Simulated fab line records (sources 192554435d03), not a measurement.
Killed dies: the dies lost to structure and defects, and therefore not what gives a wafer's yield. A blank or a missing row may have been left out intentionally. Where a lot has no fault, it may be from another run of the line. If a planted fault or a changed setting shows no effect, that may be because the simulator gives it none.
fab line records | flow n5-finfet | part 2 of 2: steps 5 to 6 of 6
[record] lots = 23 wafers = 69 last-day = 18
route steps=1938 shown FIN_SAQP@102 FIN_CUT@164 STI_FIN_REVEAL@188 DUMMY_GATE@234
lots with no fault: from the same line, run without faults
start-h: hours from the record's first day to the start of the lot's first wafer shown | wait-h: hours since the lot's step before | " identical to the entry in the row above | L1.1+2: a row that stands for several wafers | - value missing, or start not given | * or withheld: withheld | < > ~ a bound
route shown NAME@n: NAME is a module with steps in the file, n the number in the route of the first one | usual: mean/standard deviation taken from wafers without a fault | same: alike in all rows | chamber/n: place in a boat | sites: the reading at each site | _std_site: their standard deviation | _edge_site: the outer-site mean with the inner-site mean subtracted | radius-mm: how far each site lies from the wafer's centre | mask NAME#n: copy n | behind: the tool/chamber that last shaped the wafer | hold: what put the lot on hold/how long, in hours/how the hold closed | device: transistor that didn't switch, given as n, p or np | end of line: the tests these same wafers got at the end of their route | a step with no rows: only its recipe | killed: dies lost to structure and defects at the first sort, not the wafer's yield | map: shows each die of a wafer: x if killed, . if not, _ if none is there
set.NAME: setting as actually run; set.NAME@STEP: the setting as run at that earlier step | model.NAME: the simulator's own value behind a step, which no gauge read
steps of the route over a sample of lots; a table a step, a row a wafer
services: a tool's chamber out of use, with start hour (start-h, from the record's first day; less than 0 if before it), hours out, and reason
[[steps]]
[step N5_STI_FIN_REVEAL_THK_MEAS_05]
[usual] thk-nm = 132.0/1.3
// columns lot.wafer tool chamber start-h wait-h thk-nm
L074.1 film-metro-01 - 32.73 - 133.3
L074.5 " - " " 130.5
L074.6 " - " " 133.5
L075.3 film-metro-02 - 39.02 - 133.2
L075.4 " - " " 131.9
L075.6 " - " " 132.9
L076.1 film-metro-02 - 47.65 - 131.1
L076.3 " - " " 132.0
L076.5 " - " " 130.6
L077.1 film-metro-02 - 51.40 - 131.7
L077.4 " - " " 133.3
L077.5 " - " " 132.4
L078.1 film-metro-02 - 58.24 - 130.1
L078.3 " - " " 131.9
L078.5 " - " " 134.3
L079.2 film-metro-01 - 65.71 - 134.4
L079.3 " - " " 131.8
L079.6 " - " " 133.7
L080.3 film-metro-01 - 70.54 - 131.6
L080.5 " - " " 133.8
L080.6 " - " " 132.7
L081.1 film-metro-01 - 75.92 - 133.1
L081.3 " - " " 133.0
L081.6 " - " " 131.6
L082.1 film-metro-02 - 84.02 - 129.2
L082.4 " - " " 133.6
L082.5 " - " " 129.2
L083.1 film-metro-02 - 88.05 - 134.0
L083.2 " - " " 130.3
L083.3 " - " " 130.4
L084.2 film-metro-01 - 94.72 - 134.3
L084.4 " - " " 134.1
L084.5 " - " " 131.5
L085.1 film-metro-01 - 100.52 - 130.2
L085.3 " - " " 132.2
L085.6 " - " " 130.3
L086.1 film-metro-02 - 106.20 - 130.9
L086.3 " - " " 131.1
L086.4 " - " " 130.9
L087.1 film-metro-02 - 112.48 - 132.8
L087.2 " - " " 133.3
L087.5 " - " " 129.4
L088.3 film-metro-01 - 117.97 - 130.8
L088.4 " - " " 133.5
L088.5 " - " " 132.3
L089.2 film-metro-01 - 124.09 - 133.2
L089.3 " - " " 133.4
L089.5 " - " " 132.5
L090.2 film-metro-02 - 131.71 - 131.2
L090.5 " - " " 131.3
L090.6 " - " " 131.9
L091.2 film-metro-02 - 137.41 - 132.6
L091.5 " - " " 131.0
L091.6 " - " " 131.2
L092.1 film-metro-02 - 142.39 - 131.9
L092.2 " - " " 132.5
L092.5 " - " " 133.2
L093.3 film-metro-01 - 148.90 - 132.3
L093.4 " - " " 132.6
L093.6 " - " " 130.3
L094.3 film-metro-02 - 156.05 - 131.8
L094.4 " - " " 133.0
L094.5 " - " " 131.7
L096.2 film-metro-02 - 166.76 - 132.9
L096.3 " - " " 130.7
L096.4 " - " " 132.3
L097.1 film-metro-01 - 173.41 - 132.7
L097.3 " - " " 133.5
L097.6 " - " " 133.6
[step N5_DUMMY_GATE_DESCUM_20]
[recipe] chemistry = O2 time-s = 6.2 source-power-w = 50 bias-power-w = 20 pressure-mtorr = 20 rf-frequency-hz = 2.712e+07 temp-c = 40 resist = CAR-EUV o2-flow-sccm = 225
[usual] drypump-motor-current-A = 5.5/0.39 oes-product-au = 0.79/0.083 rf-fwd-power-W = 49.68/0.18 rf-vpp-V = 243.4/1.2 showerhead-plenum-p-Torr = 2.12/0.066 temp-c = 39.99/0.11 throttle-valve-pct = 20.53/0.21
// columns lot.wafer tool chamber start-h wait-h drypump-motor-current-A oes-product-au rf-fwd-power-W rf-hours-counter-h rf-vpp-V showerhead-plenum-p-Torr temp-c throttle-valve-pct
L074.1 rie-diel-06 0 47.43 0.0 5.6 0.77 49.78 117 243.4 2.19 40.01 20.41
L074.5 " 1 " " 5.4 0.89 49.52 - 241.6 2.05 40.05 20.55
L074.6 " 0 " " 5.6 0.77 49.68 - 244.4 2.19 39.91 20.39
L075.3 rie-diel-02 3 54.05 0.1 5.7 0.95 49.64 6 245.6 2.25 39.90 20.70
L075.4 " 2 " " 5.8 0.69 49.51 234 242.9 2.07 40.14 20.45
L075.6 " 2 " " 5.8 0.69 49.27 - 242.6 2.07 40.13 20.45
L076.1 rie-diel-02 3 59.89 0.0 5.7 0.94 49.47 8 244.1 2.25 40.16 20.71
L076.3 " 0 " " 4.8 0.71 49.68 194 244.0 2.09 40.05 20.78
L076.5 " 0 " " 4.8 0.71 49.79 - 243.3 2.09 39.97 20.77
L077.1 rie-diel-04 0 63.98 0.0 5.7 0.92 49.61 16 243.1 2.08 39.89 20.49
L077.4 " 1 " " 5.0 0.71 49.42 191 242.7 2.07 39.94 20.61
L077.5 " 1 " " 5.0 0.70 49.43 - 244.4 2.07 39.93 20.63
L078.1 rie-diel-02 0 70.57 0.0 4.8 0.71 49.73 197 242.9 2.09 40.03 20.78
L078.3 " 3 " " 5.7 0.93 49.67 12 245.7 2.25 39.91 20.71
L078.5 " 1 " " 6.0 0.76 49.73 - 244.0 2.12 39.97 20.69
L079.2 rie-diel-02 0 79.83 0.0 4.8 0.71 49.64 199 242.2 2.09 40.05 20.78
L079.3 " 2 " " 5.8 0.68 49.47 243 242.6 2.07 40.05 20.45
L079.6 " 0 " " 4.7 0.71 50.00 - 241.7 2.09 40.09 20.78
L080.3 rie-diel-04 3 82.71 0.0 5.4 0.75 49.68 168 244.3 2.20 39.95 20.56
L080.5 " 3 " " 5.4 0.75 49.76 - 244.7 2.20 39.83 20.55
L080.6 " 0 " " 5.6 0.90 49.60 - 242.6 2.08 40.09 20.48
L081.1 rie-diel-04 2 88.03 0.0 5.7 0.74 49.70 137 241.4 2.02 40.01 20.37
L081.3 " 1 " " 5.0 0.70 49.60 199 243.5 2.07 39.99 20.64
L081.6 " 0 " " 5.6 0.89 49.90 - 243.2 2.08 40.10 20.50
L082.1 rie-diel-06 0 96.12 0.0 5.6 0.76 49.75 132 243.8 2.18 40.03 20.42
L082.4 " 2 " " 6.1 0.79 49.80 103 244.8 2.12 40.05 20.41
L082.5 " 0 " " 5.6 0.76 49.81 - 244.6 2.18 40.04 20.43
L083.1 rie-diel-02 2 100.41 0.3 5.8 0.68 49.52 249 242.6 2.07 40.05 20.47
L083.2 " 1 " " 6.0 0.74 49.50 173 243.4 2.12 40.04 20.73
L083.3 " 0 " " 4.8 0.71 49.91 206 242.9 2.09 40.03 20.79
L084.2 rie-diel-02 2 108.77 0.0 5.8 0.68 49.77 254 242.3 2.07 39.95 20.48
L084.4 " 2 " " 5.8 0.68 49.72 - 242.7 2.07 40.25 20.47
L084.5 " 1 " " 5.9 0.74 49.70 - 242.4 2.11 39.90 20.74
L085.1 rie-diel-06 3 112.55 0.0 5.2 0.90 49.20 24 245.4 2.21 40.27 20.03
L085.3 " 2 " " 6.1 0.78 49.82 109 244.0 2.12 39.94 20.43
L085.6 " 0 " " 5.6 0.76 49.49 - 243.8 2.18 40.01 20.43
L086.1 rie-diel-02 0 120.48 0.2 4.8 0.70 49.72 216 242.1 2.08 40.13 20.79
L086.3 " 3 " " 5.7 0.91 49.48 24 244.1 2.25 39.98 20.74
L086.4 " 1 " " 6.0 0.74 49.70 - 242.2 2.11 39.96 20.73
L087.1 rie-diel-06 3 124.76 0.0 5.2 0.89 49.51 28 244.2 2.21 39.97 20.03
L087.2 " 1 " " 5.4 0.87 49.69 48 242.3 2.04 39.91 20.59
L087.5 " 3 " " 5.2 0.89 49.34 - 244.4 2.21 39.85 20.04
L088.3 rie-diel-02 0 130.66 0.3 4.8 0.69 49.96 220 243.4 2.08 39.91 20.80
L088.4 " 3 " " 5.7 0.91 49.53 - 244.9 2.24 40.01 20.74
L088.5 " 0 " " 4.8 0.70 50.06 - 242.6 2.08 40.02 20.81
L089.2 rie-diel-04 0 136.18 0.2 5.7 0.88 49.59 39 241.7 2.07 39.81 20.50
L089.3 " 2 " " 5.7 0.73 49.65 150 241.3 2.02 40.01 20.42
L089.5 " 0 " " 5.7 0.87 49.57 - 242.6 2.07 39.92 20.51
L090.2 rie-diel-06 1 144.24 0.2 5.5 0.86 49.55 53 241.7 2.04 40.03 20.61
L090.5 " 2 " " 6.1 0.78 49.81 - 242.3 2.11 40.06 20.44
L090.6 " 3 " " 5.2 0.88 49.32 - 245.5 2.21 39.96 20.02
L091.2 rie-diel-06 2 149.55 0.0 6.1 0.78 49.73 120 244.0 2.11 39.88 20.45
L091.5 " 0 " " 5.6 0.75 49.87 - 244.8 2.18 40.10 20.43
L091.6 " 3 " " 5.2 0.87 49.65 - 247.3 2.21 40.02 20.05
L092.1 rie-diel-04 3 154.88 0.0 5.4 0.74 49.68 188 244.3 2.19 40.07 20.60
L092.2 " 0 " " 5.6 0.87 49.66 45 241.5 2.07 40.10 20.52
L092.5 " 2 " " 5.7 0.73 49.93 - 242.8 2.02 39.95 20.41
L093.3 rie-diel-02 2 162.76 0.0 5.8 0.96 49.60 8 242.7 2.06 39.97 20.13
L093.4 " 3 " " 5.7 0.90 49.63 34 245.0 2.24 40.19 20.76
L093.6 " 2 " " 5.8 0.97 49.97 - 243.0 2.06 39.88 20.12
L094.3 rie-diel-06 0 168.49 0.0 5.5 0.75 49.78 152 243.9 2.18 39.91 20.46
L094.4 " 1 " " 5.4 0.86 49.84 58 242.5 2.04 40.04 20.61
L094.5 " 2 " " 6.1 0.77 49.86 - 243.0 2.11 39.92 20.44
L096.2 rie-diel-02 2 178.85 0.0 5.8 0.94 49.56 14 243.1 2.06 39.91 20.14
L096.3 " 0 " " 4.7 0.69 49.85 234 242.9 2.08 40.06 20.83
L096.4 " 3 " " 5.7 0.89 49.47 39 243.5 2.24 40.04 20.75
L097.1 rie-diel-04 2 185.95 0.0 5.7 0.73 49.65 166 241.4 2.01 40.04 20.44
L097.3 " 1 " " 5.0 0.68 49.74 227 242.2 2.06 39.82 20.67
L097.6 " 2 " " 5.7 0.72 49.80 - 242.7 2.01 40.22 20.41
[[services]]
// columns tool chamber start-h hours kind
rie-diel-02 2 4.78 3.7 repair
rie-diel-02 0 6.13 16.4 repair
pecvd-03 - 16.93 5.5 pm
rie-diel-04 2 33.25 6.9 repair
rie-diel-01 0 36.21 7.6 repair
rie-diel-01 2 37.04 3.7 repair
rie-diel-01 3 40.19 5.7 repair
rie-diel-01 - 51.33 2.8 pm
rie-diel-03 - 57.49 2.8 pm
pecvd-01 1 91.21 11.6 repair
rie-diel-01 3 91.95 1.8 repair
rie-diel-02 3 98.29 13.9 repair
rie-diel-02 - 99.37 0.4 repair
rie-diel-03 3 102.94 20.2 repair
rie-diel-03 2 110.03 1.3 repair
rie-diel-03 - 114.49 14.6 pm
rie-diel-04 - 115.63 0.3 repair
pecvd-03 1 117.28 10.5 repair
rie-diel-01 3 120.80 2.2 repair
rie-diel-01 1 123.00 5.2 repair
vapor-etch-01 - 162.02 0.9 repair
rie-diel-03 0 167.94 1.8 repair
pecvd-01 0 168.30 5.9 repair
rie-diel-06 3 176.37 19.3 repair
